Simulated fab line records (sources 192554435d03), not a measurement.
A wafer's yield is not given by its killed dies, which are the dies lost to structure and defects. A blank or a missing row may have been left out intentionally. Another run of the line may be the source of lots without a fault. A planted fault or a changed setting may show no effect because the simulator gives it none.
Split-lot study	flow n5 finfet	21 wafers read from 7 lots, route of 1938 steps

## ABOUT THE SPLIT
At N5_SPACER0_ALD_00 (deposits SiOCN, target thk 3.5 nm, pulse time 3 s, purge time 2 s), the setting ald cycles was moved away from the recipe's 58 on 8 of the 21 wafers read, by +8.6% to +13.8%. All remaining wafers had this setting at the recipe value.

The split's own step is where the reading is taken.

## THE READING
SiOCN_of_SPACER0_ALD_00.thk nm (the simulator's own value, which no gauge read), in nm, at N5_SPACER0_ALD_00 (deposits SiOCN, target thk 3.5 nm, pulse time 3 s, purge time 2 s). No usual value for it is given in the file. Across the 13 wafers here that went through the recipe, the average is 3.5 nm and the standard deviation 0.097 nm.

wafer	tool, chamber at the split	ald cycles as run	against the recipe	SiOCN_of_SPACER0_ALD_00.thk nm, nm	against lot-mates on the recipe
L074.1	ald sin-03, 0,2	58	recipe	3.4	-
L074.3	ald sin-03, 0,2	58	recipe	3.4	-
L074.2	ald sin-03, 3	58	recipe	3.6	-
L079.2	ald sin-04, 1,0	64	+10.3%	3.8	+0.2
L079.4	ald sin-04, 1,0	64	+10.3%	3.8	+0.2
L079.3	ald sin-04, 2	58	recipe	3.6	-
L080.1	ald sin-04, 1,0,2	63	+8.6%	3.8	no lot-mate on the recipe
L080.2	ald sin-04, 1,0,2	63	+8.6%	3.8	no lot-mate on the recipe
L080.5	ald sin-04, 1,0,2	63	+8.6%	3.8	no lot-mate on the recipe
L082.1	ald sin-01, 1,2	66	+13.8%	4	+0.4
L082.3	ald sin-01, 1,2	66	+13.8%	4	+0.4
L082.4	ald sin-01, 0	58	recipe	3.6	-
L085.1	ald sin-01, 0	63	+8.6%	3.8	+0.2
L085.3	ald sin-01, 2,3	58	recipe	3.6	-
L085.4	ald sin-01, 2,3	58	recipe	3.6	-
L089.1	ald sin-04, 0,3,2	58	recipe	3.4	-
L089.3	ald sin-04, 0,3,2	58	recipe	3.4	-
L089.5	ald sin-04, 0,3,2	58	recipe	3.4	-
L091.1	ald sin-01, 1,3,0	58	recipe	3.4	-
L091.2	ald sin-01, 1,3,0	58	recipe	3.4	-
L091.5	ald sin-01, 1,3,0	58	recipe	3.4	-
When a row names more than one chamber, that row covers several wafers, and the file does not tell which wafer ran in which chamber.

THE FIT
A straight line over all 21 wafers: SiOCN_of_SPACER0_ALD_00.thk nm changes by +0.0362 nm for each +1% of ald cycles; r = +0.92; the points scatter about the line by 0.083 nm.
The same after taking each lot's own level away (the mean of its wafers on the recipe; 18 wafers): +0.0255 nm for each +1%; r = +0.94; scatter 0.05 nm.
The reading moves by 0.35 nm for the largest change in ald cycles, on that fit.
The lots' own levels span 3.40 to 3.60 nm, that is 2.1 times the standard deviation above.
So the slope is not independent of the lot-to-lot level: the two fits are not the same.
Check: for one of the wafers moved furthest among these (+13.8%), held out of the fit, the line's prediction against its lot-mates is +0.328 nm. Against them it came out at +0.4 nm.

## FURTHER SPLITS ON THESE WAFERS
These wafers also went through other splits before the reading. Each is held against what the fit with the lots' levels taken away leaves over:
other split on the same wafers	wafers away from the commonest value	r with SiOCN_of_SPACER0_ALD_00.thk nm (lot level and that fit taken away)
N5_ZERO_LAYER_COAT_05 spin rpm	7	+0.53
N5_ZERO_LAYER_DEVELOP_10 develop time s	8	+0.13
N5_PMOS_HMC_CHANNEL_EPI_PEB_07 peb temp c	4	-0.28
N5_PMOS_HMC_CHANNEL_EPI_DEVELOP_08 develop time s	8	-0.37
N5_FIN_SAQP_DESCUM_21 time s	5	-0.05
N5_FIN_CUT_CUT_ETCH_26 time s	4	+0.50

## THE FILE'S OWN FIT
SiOCN_of_SPACER0_ALD_00.thk nm changes by +0.0251 nm for each +1% of ald cycles, r = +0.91.
